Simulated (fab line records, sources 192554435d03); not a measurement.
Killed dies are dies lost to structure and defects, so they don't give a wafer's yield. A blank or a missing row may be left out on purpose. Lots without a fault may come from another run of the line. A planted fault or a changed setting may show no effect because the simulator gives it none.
fab line records | flow n5_finfet | part 1 of 2: steps 1 to 14 of 26
record lots=5 wafers=15 last_day=17
route steps=1938 shown BEOL_M3@970
lots that met no fault: from a run of the same line without faults
start_h: hours from the record's first day to the start of the lot's first wafer shown | wait_h: hours since the lot's step before | " the same as in the row above | L1.1+2: a row that stands for several wafers | - no value, or no start given | * or withheld: withheld | < > ~ a bound
route shown NAME@n: a module of which the file shows steps, and the number in the route of the first | usual: mean/standard deviation of fault-free wafers | same: alike in all rows | chamber/n: place in a boat | sites: the reading at each site | _std_site: their standard deviation | _edge_site: outer sites' mean less inner sites' | radius_mm: how far each site lies from the wafer's centre | mask NAME#n: copy n | behind: the tool/chamber that last shaped the wafer | hold: why the lot was held/for how many hours/how that ended | device: the transistor (n, p or np) that didn't switch | end of line: the same wafers' tests at the end of the route | a step without rows: its recipe alone | killed: dies lost to structure and defects at the first sort, not the wafer's yield | map: a wafer's dies, x killed, . not, _ none there
set.NAME: the setting as run; set.NAME@STEP: as run at that earlier step | model.NAME: the simulator's own value behind a step, which no gauge read
lots at some steps of the route; a table a step, a row a wafer
services: from which hour (start_h, from the record's first day; less than 0 if before it) a tool's chamber was out of use, for how many hours, and why
## steps
# step N5_BEOL_M3_ETCH_77
# recipe chemistry=N2/H2 target=underlayer target_depth_a=65 mask_material=CAR-EUV time_s=5.2 ion_energy_ev=200 pressure_mtorr=30 source_w=840 bias_w=150 n2_flow_sccm=200 h2_flow_sccm=200 ends=cleared
# usual drypump_motor_current_A=5.9/0.52 etch_rf_on_time_s=5.20/0.11 n2_flow_sccm=200.0/0.7 oes_product_au=0.64/0.06 rf_vpp_V=523.6/2.8 showerhead_plenum_p_Torr=2.53/0.092 throttle_valve_pct=17.83/0.13
# columns lot.wafer tool chamber start_h wait_h drypump_motor_current_A etch_rf_on_time_s n2_flow_sccm oes_product_au rf_hours_counter_h rf_vpp_V showerhead_plenum_p_Torr throttle_valve_pct
L079.2 rie_diel-02 0 179.10 0.0 5.1 5.26 200.2 0.68 100 527.6 2.66 17.71
L079.4 " 2 " " 6.1 5.37 199.1 0.61 - 524.6 2.54 17.71
L079.6 " 1 " " 6.2 5.29 201.8 0.64 - 519.1 2.44 17.77
L090.2 rie_diel-03 1 245.76 0.0 6.4 5.29 199.3 0.59 204 523.6 2.51 17.91
L090.3 " 2 " " 5.3 5.23 200.5 0.60 217 522.6 2.52 17.88
L090.4 " 2 " " 5.3 5.23 200.4 0.60 - 524.5 2.52 17.86
L092.3 rie_diel-02 3 246.00 0.0 6.7 5.22 199.2 0.79 16 526.3 2.60 17.62
L092.5 " 3 " " 6.6 5.18 199.4 0.79 - 525.8 2.60 17.61
L092.6 " 2 " " 6.1 5.41 199.6 0.61 - 523.4 2.53 17.74
L094.1 rie_diel-04 3 267.32 0.0 5.9 5.04 200.1 0.61 204 526.0 2.62 17.70
L094.3 " 0 " " 6.3 5.00 200.7 0.61 238 518.1 2.39 18.11
L094.4 " 0 " " 6.3 5.02 200.0 0.61 - 521.7 2.39 18.12
L095.3 rie_diel-03 2 281.33 0.0 5.3 5.24 198.5 0.59 227 524.0 2.52 17.90
L095.5 " 1 " " 6.5 5.18 199.6 0.59 - 522.5 2.51 17.92
L095.6 " 0 " " 5.9 5.00 200.4 0.80 - 527.0 2.71 17.55
# step N5_BEOL_M3_ETCH_69
# recipe chemistry=CF4 target=SiARC target_depth_a=156 mask_material=CAR-EUV time_s=26 ion_energy_ev=80 pressure_mtorr=40 source_w=545 bias_w=36 Ar_flow_sccm=100 cf4_flow_sccm=100 ends=cleared
# usual drypump_motor_current_A=5.9/0.52 etch_rf_on_time_s=26.1/0.5 mfc_ar_sccm=99.99/0.29 oes_product_au=0.64/0.059 rf_vpp_V=184.0/1.1 showerhead_plenum_p_Torr=2.13/0.073 throttle_valve_pct=15.64/0.16
# columns lot.wafer tool chamber start_h wait_h drypump_motor_current_A etch_rf_on_time_s mfc_ar_sccm oes_product_au rf_hours_counter_h rf_vpp_V showerhead_plenum_p_Torr throttle_valve_pct
L079.2 rie_diel-02 0 179.12 0.0 5.1 26.3 99.50 0.68 100 186.9 2.25 15.51
L079.4 " 2 " " 6.2 26.9 100.22 0.63 - 183.7 2.14 15.57
L079.6 " 1 " " 6.2 26.3 100.04 0.64 - 183.4 2.06 15.54
L090.2 rie_diel-03 1 245.78 0.0 6.5 25.9 99.88 0.60 204 183.9 2.11 15.74
L090.3 " 2 " " 5.3 26.0 100.60 0.61 217 183.6 2.12 15.53
L090.4 " 2 " " 5.3 26.0 100.05 0.60 - 184.4 2.12 15.53
L092.3 rie_diel-02 3 246.01 0.0 6.6 26.3 100.19 0.78 16 185.7 2.19 15.43
L092.5 " 3 " " 6.6 26.5 100.05 0.78 - 184.0 2.19 15.41
L092.6 " 2 " " 6.2 27.3 99.68 0.61 - 184.2 2.14 15.61
L094.1 rie_diel-04 3 267.34 0.0 5.9 25.5 99.76 0.60 204 184.2 2.21 15.66
L094.3 " 0 " " 6.3 25.3 99.79 0.61 238 183.0 2.04 16.06
L094.4 " 0 " " 6.3 25.3 100.11 0.61 - 182.1 2.04 16.05
L095.3 rie_diel-03 2 281.35 0.0 5.3 26.1 99.58 0.59 227 183.9 2.12 15.56
L095.5 " 1 " " 6.5 25.9 100.13 0.59 - 182.8 2.11 15.76
L095.6 " 0 " " 5.9 25.6 100.22 0.80 - 186.5 2.28 15.34
# step N5_BEOL_M3_ALD_98
# recipe material=SiO2 target_thk_a=25 temp_c=100 ald_precursor_family=BDEAS ald_co_reactant=O2-plasma pulse_time_s=1 co_reactant_pulse_time_s=1 purge_time_s=2 co_reactant_purge_time_s=2 ald_cycles=17 pressure_torr=2
# usual heater_power_w=77/8.8 precursor_pulse_height_rel=0.999/0.021
# columns lot.wafer tool chamber start_h wait_h heater_power_w precursor_pulse_height_rel
L079.2 ald_sin-01 3 179.46 0.3 88 1.006
L079.4 " 1 " " 75 0.980
L079.6 " 3 " " 89 0.984
L090.2 ald_sin-01 1 245.86 0.1 75 1.007
L090.3 " 2 " " 76 0.984
L090.4 " 0 " " 73 0.980
L092.3 ald_sin-04 3 246.55 0.5 62 0.991
L092.5 " 1 " " 78 0.989
L092.6 " 0 " " 61 0.992
L094.1 ald_sin-04 0 267.42 0.1 62 0.974
L094.3 " 1 " " 79 0.976
L094.4 " 3 " " 62 1.007
L095.3 ald_sin-02 3 282.00 0.6 82 0.999
L095.5 " 0 " " 83 0.995
L095.6 " 1 " " 81 1.014
# step N5_BEOL_M3_ETCHBACK_99
# recipe chemistry=CHF3 target=SiO2 target_depth_a=50 time_s=10.4 source_w=215 bias_w=47 Ar_flow_sccm=200 CHF3_flow_sccm=12 ion_energy_ev=100 pressure_mtorr=30
# usual drypump_motor_current_A=5.9/0.49 mfc_ar_sccm=200.0/0.68 oes_product_au=0.76/0.079 rf_vpp_V=241.4/2.9 showerhead_plenum_p_Torr=2.15/0.081 throttle_valve_pct=17.10/0.18
# columns lot.wafer tool chamber start_h wait_h drypump_motor_current_A mfc_ar_sccm oes_product_au rf_hours_counter_h rf_vpp_V showerhead_plenum_p_Torr throttle_valve_pct
L079.2 rie_diel-03 2 182.35 2.8 5.2 200.5 0.71 194 240.8 2.13 16.87
L079.4 " 3 " " 5.3 200.0 0.72 174 239.2 2.06 17.27
L079.6 " 0 " " 5.9 201.2 0.69 - 240.9 2.05 17.29
L090.2 rie_diel-03 2 246.82 0.9 5.3 199.1 0.70 218 237.7 2.12 16.91
L090.3 " 3 " " 5.3 200.3 0.72 195 238.2 2.05 17.31
L090.4 " 0 " " 5.9 199.4 0.99 0 245.5 2.31 16.85
L092.3 rie_diel-03 0 253.15 6.6 5.9 199.6 0.98 1 247.0 2.31 16.87
L092.5 " 3 " " 5.3 199.7 0.71 - 238.1 2.05 17.32
L092.6 " 2 " " 5.3 200.8 0.70 - 238.9 2.12 16.91
L094.1 rie_diel-04 0 267.90 0.4 6.3 201.4 0.70 238 242.7 2.05 17.52
L094.3 " 3 " " 5.9 200.0 0.70 204 245.7 2.23 17.18
L094.4 " 0 " " 6.3 201.3 0.70 - 243.4 2.05 17.51
L095.3 rie_diel-03 2 283.86 1.8 5.2 200.1 0.70 228 238.7 2.12 16.93
L095.5 " 0 " " 5.9 200.3 0.94 - 245.3 2.31 16.87
L095.6 " 3 " " 5.3 199.3 0.71 - 239.7 2.05 17.34
# step N5_BEOL_M3_ETCH_70
# recipe chemistry=N2/H2 target=SOC target_depth_a=800 overetch_a=160 mask_material=SiARC temp_c=40 time_s=120 ion_energy_ev=200 pressure_mtorr=30 source_w=840 bias_w=150 n2_flow_sccm=200 h2_flow_sccm=200
# usual drypump_motor_current_A=5.9/0.49 n2_flow_sccm=200.1/0.61 oes_product_au=0.58/0.058 rf_vpp_V=523.9/2.8 showerhead_plenum_p_Torr=2.54/0.098 throttle_valve_pct=17.78/0.14
# columns lot.wafer tool chamber start_h wait_h drypump_motor_current_A n2_flow_sccm oes_product_au rf_hours_counter_h rf_vpp_V showerhead_plenum_p_Torr throttle_valve_pct
L079.2 rie_diel-03 2 182.39 0.0 5.3 201.7 0.55 194 524.0 2.53 17.79
L079.4 " 3 " " 5.3 200.4 0.56 174 521.7 2.41 17.88
L079.6 " 0 " " 5.9 200.4 0.53 - 521.6 2.40 17.94
L090.2 rie_diel-03 2 246.86 0.0 5.3 200.8 0.54 218 524.1 2.52 17.82
L090.3 " 3 " " 5.3 201.1 0.55 195 521.2 2.40 17.92
L090.4 " 0 " " 5.9 200.1 0.76 0 529.3 2.71 17.51
L092.3 rie_diel-03 0 253.18 0.0 5.9 199.3 0.75 1 528.7 2.71 17.52
L092.5 " 3 " " 5.3 199.9 0.54 - 521.1 2.40 17.93
L092.6 " 2 " " 5.3 201.7 0.54 - 522.9 2.52 17.84
L094.1 rie_diel-04 0 267.94 0.0 6.3 199.9 0.54 238 520.8 2.39 18.06
L094.3 " 3 " " 6.0 200.6 0.54 204 525.7 2.62 17.68
L094.4 " 0 " " 6.3 200.3 0.54 - 519.2 2.39 18.05
L095.3 rie_diel-03 2 283.90 0.0 5.3 200.1 0.53 229 522.8 2.52 17.86
L095.5 " 0 " " 5.9 200.3 0.70 - 527.8 2.71 17.55
L095.6 " 3 " " 5.3 199.5 0.55 - 519.4 2.40 17.93
# step N5_BEOL_M3_STRIP_71
# recipe chemistry=N2/H2 temp_c=40 n2_flow_sccm=200 h2_flow_sccm=200 rf_frequency_hz=6e+07
# columns lot.wafer tool chamber start_h wait_h
L079.2+4+6 rie_diel-03 2,3,0 182.47 0.0
L090.2+3+4 rie_diel-03 2,3,0 246.94 0.0
L092.3+5+6 rie_diel-03 0,3,2 253.26 0.0
L094.1+3+4 rie_diel-04 0,3,0 268.02 0.0
L095.3+5+6 rie_diel-03 2,0,3 283.98 0.0
# step N5_BEOL_M3_STRIP_78
# recipe chemistry=N2/H2 temp_c=40 n2_flow_sccm=200 h2_flow_sccm=200 rf_frequency_hz=6e+07
# columns lot.wafer tool chamber start_h wait_h
L079.2+4+6 rie_diel-03 2,3,0 182.48 0.0
L090.2+3+4 rie_diel-03 2,3,0 246.95 0.0
L092.3+5+6 rie_diel-03 0,3,2 253.27 0.0
L094.1+3+4 rie_diel-04 0,3,0 268.03 0.0
L095.3+5+6 rie_diel-03 2,0,3 283.99 0.0
# step N5_BEOL_M3_VIA_ETCH_34
# recipe chemistry=C4F6/O2 target_depth_a=694 mask_material=SOC pressure_mtorr=15 ion_energy_ev=250 taper_deg=4 time_s=65.9 source_w=350 bias_w=170 Ar_flow_sccm=300 C4F6_flow_sccm=10 O2_flow_sccm=10
# usual drypump_motor_current_A=5.9/0.49 mfc_ar_sccm=300.0/0.88 oes_product_au=0.75/0.079 rf_vpp_V=667/7.3 showerhead_plenum_p_Torr=2.84/0.1 throttle_valve_pct=30.72/0.2
# columns lot.wafer tool chamber start_h wait_h drypump_motor_current_A mfc_ar_sccm oes_product_au rf_hours_counter_h rf_vpp_V showerhead_plenum_p_Torr throttle_valve_pct
L079.2 rie_diel-03 2 182.49 0.0 5.3 299.5 0.71 194 661 2.82 30.44
L079.4 " 3 " " 5.3 301.8 0.72 174 664 2.72 31.02
L079.6 " 0 " " 5.9 300.1 0.69 - 668 2.71 30.91
L090.2 rie_diel-03 2 246.96 0.0 5.3 300.0 0.70 218 659 2.81 30.47
L090.3 " 3 " " 5.3 300.8 0.71 195 662 2.71 31.02
L090.4 " 0 " " 5.9 301.5 0.99 0 677 3.04 30.65
L092.3 rie_diel-03 0 253.28 0.0 5.9 300.3 0.98 1 678 3.04 30.66
L092.5 " 3 " " 5.3 299.6 0.70 - 664 2.71 31.03
L092.6 " 2 " " 5.3 299.5 0.70 - 659 2.81 30.46
L094.1 rie_diel-04 0 268.04 0.0 6.3 300.9 0.70 238 674 2.70 31.12
L094.3 " 3 " " 5.9 299.1 0.69 204 677 2.95 30.80
L094.4 " 0 " " 6.3 301.2 0.70 - 674 2.70 31.12
L095.3 rie_diel-03 2 284.00 0.0 5.3 298.5 0.69 229 660 2.80 30.49
L095.5 " 0 " " 5.9 300.2 0.94 - 679 3.04 30.64
L095.6 " 3 " " 5.3 301.7 0.70 - 663 2.71 31.03
# step N5_BEOL_M3_STRIP_83
# recipe chemistry=C4F6/O2 resist=SiARC rf_frequency_hz=6e+07
# columns lot.wafer tool chamber start_h wait_h
L079.2+4+6 rie_diel-03 2,3,0 182.54 0.0
L090.2+3+4 rie_diel-03 2,3,0 247.01 0.0
L092.3+5+6 rie_diel-03 0,3,2 253.33 0.0
L094.1+3+4 rie_diel-04 0,3,0 268.09 0.0
L095.3+5+6 rie_diel-03 2,0,3 284.05 0.0
# step N5_BEOL_M3_STRIP_36
# recipe chemistry=N2/H2 power_w=450 temp_c=40 pressure_mtorr=20 rf_frequency_hz=6e+07 overash_fraction=0.3 bias_power_w=7 h2_frac=0.5 n2_flow_sccm=200 h2_flow_sccm=200
# usual drypump_motor_current_A=5.9/0.48 n2_flow_sccm=200.0/0.57 oes_product_au=0.75/0.081 rf_vpp_V=59.3/1.4 showerhead_plenum_p_Torr=2.53/0.098 throttle_valve_pct=23.54/0.15
# columns lot.wafer tool chamber start_h wait_h drypump_motor_current_A n2_flow_sccm oes_product_au rf_hours_counter_h rf_vpp_V showerhead_plenum_p_Torr throttle_valve_pct
L079.2 rie_diel-03 2 182.55 0.0 5.3 200.1 0.72 194 57.5 2.53 23.75
L079.4 " 3 " " 5.3 200.1 0.73 174 57.3 2.41 23.67
L079.6 " 0 " " 5.9 199.4 0.70 - 56.6 2.39 23.64
L090.2 rie_diel-03 2 247.02 0.0 5.3 199.8 0.70 218 59.6 2.52 23.75
L090.3 " 3 " " 5.3 199.5 0.70 195 59.3 2.40 23.68
L090.4 " 0 " " 5.9 201.1 0.99 0 63.0 2.71 23.37
L092.3 rie_diel-03 0 253.34 0.0 5.9 200.3 0.97 1 58.9 2.71 23.34
L092.5 " 3 " " 5.3 199.7 0.70 - 58.8 2.40 23.70
L092.6 " 2 " " 5.3 199.5 0.70 - 59.5 2.52 23.75
L094.1 rie_diel-04 0 268.10 0.0 6.3 199.9 0.70 238 58.5 2.38 23.71
L094.3 " 3 " " 6.0 200.1 0.69 204 58.3 2.61 23.30
L094.4 " 0 " " 6.3 201.1 0.70 - 60.2 2.38 23.74
L095.3 rie_diel-03 2 284.06 0.0 5.3 200.1 0.69 229 58.7 2.51 23.81
L095.5 " 0 " " 5.9 200.3 0.93 - 58.8 2.71 23.40
L095.6 " 3 " " 5.3 201.3 0.71 - 60.2 2.39 23.71
# step N5_BEOL_M3_TRENCH_ETCH_37
# recipe chemistry=C4F6/O2 target_depth_a=555.55 target=SiOC time_s=29.2 ion_energy_ev=250 pressure_mtorr=30 source_w=355 bias_w=185 Ar_flow_sccm=300 C4F6_flow_sccm=10 O2_flow_sccm=10
# usual drypump_motor_current_A=5.9/0.49 mfc_ar_sccm=299.9/0.89 oes_product_au=0.75/0.079 rf_vpp_V=667/7.6 showerhead_plenum_p_Torr=2.85/0.1 throttle_valve_pct=20.87/0.18
# columns lot.wafer tool chamber start_h wait_h drypump_motor_current_A mfc_ar_sccm oes_product_au rf_hours_counter_h rf_vpp_V showerhead_plenum_p_Torr throttle_valve_pct
L079.2 rie_diel-03 2 - - 5.3 301.1 0.72 195 661 2.82 20.59
L079.4 " 3 " " 5.3 299.1 0.72 175 663 2.73 21.06
L079.6 " 0 " " 5.9 300.9 0.69 - 669 2.71 21.06
L090.2 rie_diel-03 2 - - 5.3 298.7 0.70 218 660 2.81 20.66
L090.3 " 3 " " 5.3 299.6 0.70 195 662 2.72 21.11
L090.4 " 0 " " 5.9 299.4 0.98 0 679 3.05 20.71
L092.3 rie_diel-03 0 - - 5.9 300.7 0.98 1 678 3.05 20.71
L092.5 " 3 " " 5.3 300.6 0.71 - 663 2.72 21.11
L092.6 " 2 " " 5.3 299.8 0.69 - 660 2.81 20.65
L094.1 rie_diel-04 0 - - 6.3 300.9 0.71 238 674 2.71 21.29
L094.3 " 3 " " 6.0 299.5 0.69 204 677 2.95 20.95
L094.4 " 0 " " 6.3 301.1 0.71 - 675 2.71 21.28
L095.3 rie_diel-03 2 - - 5.3 300.5 0.69 229 659 2.81 20.67
L095.5 " 0 " " 5.9 299.8 0.94 - 678 3.04 20.72
L095.6 " 3 " " 5.3 300.1 0.69 - 662 2.72 21.11
# step N5_BEOL_M3_ETCH_41
# recipe chemistry=CH3F/O2 target=SiCN target_depth_a=299 taper_deg=2 time_s=52.5 ion_energy_ev=120 mask_material=TiN pressure_mtorr=30 source_w=395 bias_w=75 Ar_flow_sccm=150 CH3F_flow_sccm=30 O2_flow_sccm=20
# usual drypump_motor_current_A=5.9/0.48 mfc_ar_sccm=150.0/0.46 oes_product_au=0.75/0.078 rf_vpp_V=297.3/1.7 showerhead_plenum_p_Torr=2.00/0.076 throttle_valve_pct=16.35/0.17
# columns lot.wafer tool chamber start_h wait_h drypump_motor_current_A mfc_ar_sccm oes_product_au rf_hours_counter_h rf_vpp_V showerhead_plenum_p_Torr throttle_valve_pct
L079.2 rie_diel-03 2 - - 5.3 148.6 0.72 195 297.7 1.98 16.14
L079.4 " 3 " " 5.3 150.2 0.73 175 296.5 1.91 16.52
L079.6 " 0 " " 5.9 149.7 0.69 - 294.5 1.90 16.54
L090.2 rie_diel-03 2 - - 5.3 150.3 0.70 218 296.6 1.98 16.19
L090.3 " 3 " " 5.3 149.9 0.71 195 294.5 1.91 16.57
L090.4 " 0 " " 5.9 150.7 0.99 0 299.5 2.14 16.08
L092.3 rie_diel-03 0 - - 5.9 149.9 0.99 1 299.7 2.14 16.08
L092.5 " 3 " " 5.3 149.9 0.71 - 296.6 1.91 16.58
L092.6 " 2 " " 5.3 150.5 0.70 - 296.2 1.97 16.20
L094.1 rie_diel-04 0 - - 6.3 150.5 0.71 238 293.1 1.89 16.74
L094.3 " 3 " " 5.9 149.6 0.69 204 298.5 2.08 16.41
L094.4 " 0 " " 6.3 149.9 0.71 - 295.6 1.90 16.72
L095.3 rie_diel-03 2 - - 5.3 150.0 0.70 229 296.3 1.97 16.20
L095.5 " 0 " " 5.9 150.4 0.94 - 300.4 2.14 16.12
L095.6 " 3 " " 5.3 150.4 0.70 - 295.9 1.90 16.58
# step N5_BEOL_M3_STRIP_97
# recipe chemistry=N2/H2 time_s=10 power_w=450 temp_c=40 pressure_mtorr=20 rf_frequency_hz=6e+07 bias_power_w=7 n2_flow_sccm=200 h2_flow_sccm=200
# usual drypump_motor_current_A=5.9/0.49 n2_flow_sccm=200.0/0.63 oes_product_au=0.75/0.081 rf_vpp_V=59.2/0.92 showerhead_plenum_p_Torr=2.53/0.098 throttle_valve_pct=23.54/0.15
# columns lot.wafer tool chamber start_h wait_h drypump_motor_current_A n2_flow_sccm oes_product_au rf_hours_counter_h rf_vpp_V showerhead_plenum_p_Torr throttle_valve_pct
L079.2 rie_diel-03 2 - - 5.3 199.5 0.72 195 59.9 2.53 23.73
L079.4 " 3 " " 5.3 200.4 0.73 175 58.0 2.41 23.67
L079.6 " 0 " " 5.9 199.7 0.69 - 59.5 2.39 23.70
L090.2 rie_diel-03 2 - - 5.3 201.0 0.70 218 58.2 2.52 23.76
L090.3 " 3 " " 5.3 199.6 0.72 195 59.1 2.40 23.69
L090.4 " 0 " " 5.9 199.7 0.99 0 60.2 2.71 23.34
L092.3 rie_diel-03 0 - - 5.9 199.9 0.98 1 60.1 2.71 23.34
L092.5 " 3 " " 5.3 199.8 0.71 - 58.1 2.40 23.68
L092.6 " 2 " " 5.3 200.2 0.70 - 58.0 2.52 23.76
L094.1 rie_diel-04 0 - - 6.3 199.6 0.69 238 60.5 2.38 23.73
L094.3 " 3 " " 6.0 198.8 0.69 204 58.9 2.61 23.29
L094.4 " 0 " " 6.3 199.8 0.70 - 59.5 2.38 23.73
L095.3 rie_diel-03 2 - - 5.3 198.4 0.69 229 59.9 2.51 23.77
L095.5 " 0 " " 5.9 198.8 0.95 - 60.1 2.70 23.37
L095.6 " 3 " " 5.3 200.0 0.72 - 58.4 2.39 23.71
# step N5_BEOL_M3_OCD_MEAS_38
# usual trench_depth_nm=55.3/0.94
# columns lot.wafer tool chamber start_h wait_h trench_depth_nm
L079.2 ocd-01 - 182.75 - 55.4
L079.4 " - " " 53.9
L079.6 " - " " 55.3
L090.2 ocd-01 - 247.21 - 55.6
L090.3 " - " " 54.9
L090.4 " - " " 56.6
L092.3 ocd-01 - 253.54 - 56.2
L092.5 " - " " 53.8
L092.6 " - " " 54.8
L094.1 ocd-02 - 268.29 - 56.3
L094.3 " - " " 55.3
L094.4 " - " " 56.7
L095.3 ocd-02 - 284.26 - 54.6
L095.5 " - " " 56.0
L095.6 " - " " 53.0
